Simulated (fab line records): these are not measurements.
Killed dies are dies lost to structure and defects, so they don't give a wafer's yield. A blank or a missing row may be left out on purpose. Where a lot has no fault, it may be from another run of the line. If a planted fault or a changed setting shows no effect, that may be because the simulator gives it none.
Matching of chambers :: flow n5 finfet :: N5_BEOL_M2_ETCH_69 on rie diel-04: 4 sister chambers
The step etches SiARC in CF4, target depth 15.6 nm, time 26 s. 7 wafers are shown with their chamber, then 8 later ones without.

WAFERS, EACH WITH ITS CHAMBER
wafer: L196.6
chamber: 3
drypump motor current A (A): 5.5
throttle valve pct (%): 15.64

wafer: L195.5
chamber: 2
drypump motor current A (A): 5.1
throttle valve pct (%): 15.36

wafer: L195.6
chamber: 1
drypump motor current A (A): 5.5
throttle valve pct (%): 15.76

wafer: L197.1
chamber: 3
drypump motor current A (A): 5.5
throttle valve pct (%): 15.64

wafer: L197.4
chamber: 0
drypump motor current A (A): 6.2
throttle valve pct (%): 15.18

wafer: L197.6
chamber: 0
drypump motor current A (A): 6.3
throttle valve pct (%): 15.17

wafer: L200.1
chamber: 1
drypump motor current A (A): 5.5
throttle valve pct (%): 15.79

WAFERS WITHOUT THEIR CHAMBER
wafer: L200.2
drypump motor current A (A): 5.5
throttle valve pct (%): 15.67

wafer: L200.4
drypump motor current A (A): 6.2
throttle valve pct (%): 15.19

wafer: L201.2
drypump motor current A (A): 6.2
throttle valve pct (%): 15.19

wafer: L201.4
drypump motor current A (A): 5.5
throttle valve pct (%): 15.79

wafer: L201.5
drypump motor current A (A): 5.1
throttle valve pct (%): 15.38

wafer: L202.1
drypump motor current A (A): 6.2
throttle valve pct (%): 15.20

wafer: L202.2
drypump motor current A (A): 5.5
throttle valve pct (%): 15.78

wafer: L202.5
drypump motor current A (A): 5.5
throttle valve pct (%): 15.66

CHAMBER TAKEN BY EACH
wafer: L200.2
from the rows above: 3
in truth: 3

wafer: L200.4
from the rows above: 0
in truth: 0

wafer: L201.2
from the rows above: 0
in truth: 0

wafer: L201.4
from the rows above: 1
in truth: 1

wafer: L201.5
from the rows above: 2
in truth: 2

wafer: L202.1
from the rows above: 0
in truth: 0

wafer: L202.2
from the rows above: 1
in truth: 1

wafer: L202.5
from the rows above: 3
in truth: 3
Correctly placed: 8 of 8. From these rows, 0 cannot be placed. 0 placed wrongly.
How it was worked out, from the rows above alone: a wafer's distance from a chamber is the root of the sum, over the readings, of the square of ((its reading less the chamber's mean) divided by the reading's scatter). The wafer belongs to the nearest chamber; if the next one is less than 2 further off, it can't be placed. For every chamber, the mean is computed from those of its wafers that are shown. The scatter is the square root of a quotient: the sum, over the shown wafers, of each reading's squared deviation from its chamber's mean, divided by wafers minus chambers.
